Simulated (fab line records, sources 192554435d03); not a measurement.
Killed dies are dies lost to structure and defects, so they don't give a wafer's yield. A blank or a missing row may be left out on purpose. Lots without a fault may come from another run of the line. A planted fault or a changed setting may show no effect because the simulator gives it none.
Chamber matching | flow n5_finfet | N5_MOL_CONTACT_COAG_CMP_23 on cmp-03: 4 sister chambers
The step polishes, stops on SiO2, t overpolish 1.5 s, target thk 0 nm. 8 wafers are shown with their chamber, then 7 later ones without.

WAFERS WITH THEIR CHAMBER
wafer  | chamber | motor_current_A (A) | overpolish_run_s (s)
L077.6 | 0       | 11.1                | 1.502
L078.2 | 0       | 10.4                | 1.492
L078.3 | 3       | 6.7                 | 1.504
L081.2 | 2       | 8.5                 | 1.507
L081.3 | 1       | 7.9                 | 1.500
L081.5 | 2       | 8.0                 | 1.506
L083.2 | 3       | 6.5                 | 1.478
L083.3 | 1       | 8.0                 | 1.492

WAFERS WITHOUT THEIR CHAMBER
wafer  | motor_current_A (A) | overpolish_run_s (s)
L083.5 | 6.8                 | 1.507
L091.3 | 10.6                | 1.515
L091.4 | 6.5                 | 1.519
L091.6 | 8.2                 | 1.508
L095.1 | 10.0                | 1.493
L095.4 | 8.5                 | 1.505
L095.5 | 8.6                 | 1.507

WHICH CHAMBER EACH WENT THROUGH
wafer  | from the rows above     | in truth
L083.5 | 3                       | 3
L091.3 | 0                       | 0
L091.4 | 3                       | 3
L091.6 | can't be placed: 2 or 1 | 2
L095.1 | 0                       | 0
L095.4 | can't be placed: 2 or 1 | 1
L095.5 | can't be placed: 2 or 1 | 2
Placed correctly: 4 of 7. Can't be placed from these rows: 3 (the true chamber is among the candidates in 3). Placed wrongly: 0.
How it was worked out, from the rows above alone: a wafer's distance from a chamber is the root of the sum, over the readings, of the square of ((its reading less the chamber's mean) divided by the reading's scatter). The wafer belongs to the nearest chamber; if the next one is less than 2 further off, it can't be placed. A chamber's mean is the mean of its shown wafers. The scatter: the root of (the sum of the squares of (reading less its chamber's mean) over the shown wafers, divided by (wafers less chambers)).
